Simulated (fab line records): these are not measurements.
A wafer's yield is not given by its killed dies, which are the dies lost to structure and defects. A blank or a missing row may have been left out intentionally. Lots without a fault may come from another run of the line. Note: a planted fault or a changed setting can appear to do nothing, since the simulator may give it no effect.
Chamber matching :: flow nandHarc :: pecvd-04 running NHARC_P_M1_PRE_CLEAN_32: 3 sister chambers
The step time 12 s. 16 wafers are shown with their chamber, then 8 later ones without.

== WAFERS WITH THEIR CHAMBER ==
wafer: L076.3
chamber: 2
heaterPowerOuterW (W): 362
heaterPowerW (W): 620

wafer: L076.4
chamber: 1
heaterPowerOuterW (W): 428
heaterPowerW (W): 686

wafer: L076.5
chamber: 2
heaterPowerOuterW (W): 366
heaterPowerW (W): 611

wafer: L081.1
chamber: 2
heaterPowerOuterW (W): 374
heaterPowerW (W): 626

wafer: L081.2
chamber: 1
heaterPowerOuterW (W): 371
heaterPowerW (W): 618

wafer: L081.3
chamber: 0
heaterPowerOuterW (W): 328
heaterPowerW (W): 613

wafer: L083.2
chamber: 0
heaterPowerOuterW (W): 318
heaterPowerW (W): 598

wafer: L083.4
chamber: 1
heaterPowerOuterW (W): 455
heaterPowerW (W): 728

wafer: L083.6
chamber: 0
heaterPowerOuterW (W): 320
heaterPowerW (W): 608

wafer: L084.2
chamber: 1
heaterPowerOuterW (W): 403
heaterPowerW (W): 676

wafer: L084.4
chamber: 2
heaterPowerOuterW (W): 358
heaterPowerW (W): 603

wafer: L084.6
chamber: 1
heaterPowerOuterW (W): 402
heaterPowerW (W): 648

wafer: L085.4
chamber: 0
heaterPowerOuterW (W): 265
heaterPowerW (W): 528

wafer: L085.5
chamber: 2
heaterPowerOuterW (W): 312
heaterPowerW (W): 545

wafer: L085.6
chamber: 1
heaterPowerOuterW (W): 390
heaterPowerW (W): 659

wafer: L087.2
chamber: 1
heaterPowerOuterW (W): 417
heaterPowerW (W): 672

SIGNATURES, as means of the wafers listed above
reading: heaterPowerOuterW
chamber 0: 307.75
chamber 1: 409.43
chamber 2: 354.40
scatter within a chamber: 26.8

reading: heaterPowerW
chamber 0: 586.75
chamber 1: 669.57
chamber 2: 601.00
scatter within a chamber: 35
Rule: for each reading, subtract the chamber's mean from the wafer's reading, divide by that reading's scatter and square the result; add these up over the readings and take the root, which gives the wafer's distance from the chamber. The wafer belongs to the nearest chamber; if the next one is less than 2 further off, it can't be placed. The scatter: take each reading less its chamber's mean, square it, sum over the shown wafers, divide by the number of wafers less the number of chambers, and take the root.

== WAFERS MISSING THEIR CHAMBER ==
wafer: L087.5
heaterPowerOuterW (W): 414
heaterPowerW (W): 680

wafer: L087.6
heaterPowerOuterW (W): 372
heaterPowerW (W): 636

wafer: L093.3
heaterPowerOuterW (W): 370
heaterPowerW (W): 641

wafer: L093.4
heaterPowerOuterW (W): 364
heaterPowerW (W): 651

wafer: L093.5
heaterPowerOuterW (W): 350
heaterPowerW (W): 599

wafer: L097.3
heaterPowerOuterW (W): 297
heaterPowerW (W): 560

wafer: L097.4
heaterPowerOuterW (W): 363
heaterPowerW (W): 617

wafer: L097.6
heaterPowerOuterW (W): 434
heaterPowerW (W): 696

== CHAMBER TAKEN BY EACH ==
wafer: L087.5
from the rows above: 1
in truth: 1

wafer: L087.6
from the rows above: can't be placed: 2 or 1 or 0
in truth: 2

wafer: L093.3
from the rows above: can't be placed: 2 or 1 or 0
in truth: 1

wafer: L093.4
from the rows above: can't be placed: 2 or 1 or 0
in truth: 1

wafer: L093.5
from the rows above: can't be placed: 2 or 0
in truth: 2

wafer: L097.3
from the rows above: can't be placed: 0 or 2
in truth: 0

wafer: L097.4
from the rows above: can't be placed: 2 or 0 or 1
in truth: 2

wafer: L097.6
from the rows above: 1
in truth: 1
Placed correctly: 2 of 8. Cannot be placed on the basis of these rows: 6; the candidates contain the true chamber in 6. Wrongly placed: 0.
